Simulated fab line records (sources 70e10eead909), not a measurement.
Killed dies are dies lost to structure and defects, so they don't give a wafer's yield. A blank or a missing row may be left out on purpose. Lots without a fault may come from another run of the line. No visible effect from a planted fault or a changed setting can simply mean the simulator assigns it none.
One fault seen from 3 desks :: flow nandHarc :: numbers are kept per desk, each desk with only its own; the story behind them comes last

== THE DEFECT DESK ==
Per lot, the means of the sampled wafers with a number show what the inspections along the route counted. Marked OUT: a lot whose mean sits more than 4 standard deviations from the usual mean, which makes it out of limits; the brackets give that distance.
Columns: A = rawDefectCount at NHARC_A_BLC_INSPECT_12, usual 81; B = rawDefectCount at NHARC_A_M0_INSPECT_11, usual 82
lot: L579
first seen here: day 23 23:50
A: 56
B: 57

lot: L580
first seen here: day 24 01:02
A: 107
B: 111

lot: L583
first seen here: day 24 10:38
A: 108
B: 107

lot: L589
first seen here: day 27 10:22
A: 100
B: 101

lot: L590
first seen here: day 28 07:14
A: 81
B: 81

lot: L592
first seen here: day 29 01:14
A: 61
B: 66

lot: L594
first seen here: day 29 09:23
A: 27
B: 26

lot: L593
first seen here: day 29 12:53
A: 156
B: 155

lot: L596
first seen here: day 30 03:11
A: 127
B: 127

lot: L597
first seen here: day 31 08:43
A: 70
B: 71

lot: L598
first seen here: day 31 23:43
A: 56
B: 57

lot: L600
first seen here: day 32 17:53
A: 89
B: 90
Result from this desk: across the 12 lots, nothing is out of limits.

== AT THE METROLOGY DESK ==
What the gauges read, lot by lot, whatever tool the lot ran on: means of the sampled wafers that have a number. Marked OUT: a lot whose mean sits more than 4 standard deviations from the usual mean, which makes it out of limits; the brackets give that distance.
Columns: A = cdNm at NHARC_A_M0_CD_MEAS_09, usual 80.0 nm
lot: L579
first seen here: day 24 03:52
A: 79.8

lot: L580
first seen here: day 24 05:16
A: 80.6

lot: L583
first seen here: day 24 14:25
A: 80.9

lot: L589
first seen here: day 27 14:21
A: 82.9 (+4.1) OUT

lot: L590
first seen here: day 28 11:10
A: 81.6

lot: L592
first seen here: day 29 05:00
A: 81.8

lot: L594
first seen here: day 29 13:17
A: 80.2

lot: L593
first seen here: day 29 16:57
A: 81.8

lot: L596
first seen here: day 30 07:05
A: 80.6

lot: L597
first seen here: day 31 12:40
A: 80.6

lot: L598
first seen here: day 32 03:31
A: 80.6

lot: L600
first seen here: day 32 21:40
A: 79.5
Finding of this desk: L589 out of limits; the first was L589 at day 27 14:21, on cdNm at NHARC_A_M0_CD_MEAS_09. In limits: L579, L580, L583, L590, L592, L594, L593, L596, L597, L598, L600.

== AT THE TOOL OWNER'S DESK: arfiScanner-01 ==
The tool's own readings at NHARC_A_M0_EXPOSE_06 (exposes mask A M0, target cd 80 nm): means of the sampled wafers that have a number, for each lot that ran on this tool. Marked OUT: a lot whose mean sits more than 4 standard deviations from the usual mean, which makes it out of limits; the brackets give that distance.
Columns: A = exposureDoseMJCm2 at NHARC_A_M0_EXPOSE_06, usual 83.25
lot: L579
first seen here: day 24 03:43
A: 83.23

lot: L580
first seen here: day 24 05:08
A: 83.19

lot: L583
first seen here: day 24 14:17
A: 83.30

lot: L589
first seen here: day 27 14:13
A: 87.71 (+50) OUT

lot: L590
first seen here: day 28 11:02
A: 86.75 (+39) OUT

lot: L592
first seen here: day 29 04:52
A: 86.14 (+32) OUT

lot: L593
first seen here: day 29 16:49
A: 85.61 (+27) OUT
Finding of this desk: L589, L590, L592, L593 out of limits; the first was L589 at day 27 14:13, on exposureDoseMJCm2 at NHARC_A_M0_EXPOSE_06. In limits: L579, L580, L583.

== PUT TOGETHER ==
The tool owner's desk had the chance to raise an alarm at day 27 14:13 on L589, L590, L592, L593.
An alarm was possible from the metrology desk at day 27 14:21, on L589.
Nothing out of limits was seen by the defect desk.
The defect desk has L589, L590, L592, L593 on record, within its limits.
The metrology desk has L590, L592, L593 on record, within its limits.
Of the lots named, all ran NHARC_A_M0_EXPOSE_06 on arfiScanner-01.

== WHAT HAD BEEN PUT IN BY THE SIMULATOR ==
Drift in process parameters on arfiScanner-01 at NHARC_A_M0_EXPOSE_06, starting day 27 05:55. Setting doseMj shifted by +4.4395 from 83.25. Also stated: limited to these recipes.
Shown lots that were struck: L589, L590, L592, L593.
Delay (hours) between the fault's onset and each desk's first out-of-limits reading: 8 at the tool owner's desk, 8 at the metrology desk.
